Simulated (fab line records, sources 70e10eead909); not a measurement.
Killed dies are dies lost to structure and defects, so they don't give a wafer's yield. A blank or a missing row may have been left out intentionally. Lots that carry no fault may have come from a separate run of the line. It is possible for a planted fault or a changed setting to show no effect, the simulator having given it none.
Matching of chambers :: flow nand-harc :: 3 sister chambers for NHARC_A_STAIRCASE_DEP_280 on pecvd-03
The step deposits SiON, target thk 30 nm. 6 wafers are shown with their chamber, then 7 later ones without.

EACH WAFER AND ITS CHAMBER
wafer: L079.5
chamber: 0
heater-power-w (W): 621

wafer: L084.6
chamber: 1
heater-power-w (W): 692

wafer: L083.4
chamber: 1
heater-power-w (W): 687

wafer: L083.6
chamber: 2
heater-power-w (W): 890

wafer: L094.1
chamber: 2
heater-power-w (W): 857

wafer: L094.2
chamber: 0
heater-power-w (W): 645

WAFERS MISSING THEIR CHAMBER
wafer: L094.3
heater-power-w (W): 796

wafer: L093.4
heater-power-w (W): 919

wafer: L093.5
heater-power-w (W): 764

wafer: L093.6
heater-power-w (W): 574

wafer: L095.1
heater-power-w (W): 774

wafer: L095.4
heater-power-w (W): 762

wafer: L095.6
heater-power-w (W): 571

THE CHAMBER EACH PASSED THROUGH
wafer: L094.3
from the rows above: can't be placed: 2 or 1
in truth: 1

wafer: L093.4
from the rows above: 2
in truth: 2

wafer: L093.5
from the rows above: 1
in truth: 1

wafer: L093.6
from the rows above: 0
in truth: 0

wafer: L095.1
from the rows above: can't be placed: 1 or 2
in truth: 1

wafer: L095.4
from the rows above: 1
in truth: 1

wafer: L095.6
from the rows above: 0
in truth: 0
Correctly placed: 5 of 7. Can't be placed from these rows: 2 (the true chamber is among the candidates in 2). 0 placed wrongly.
How it was worked out, from the rows above alone: a wafer's distance from a chamber is the root of the sum, over the readings, of the square of ((its reading less the chamber's mean) divided by the reading's scatter). The wafer belongs to the nearest chamber; if the next one is less than 2 further off, it can't be placed. For every chamber, the mean is computed from those of its wafers that are shown. The scatter: take each reading less its chamber's mean, square it, sum over the shown wafers, divide by the number of wafers less the number of chambers, and take the root.
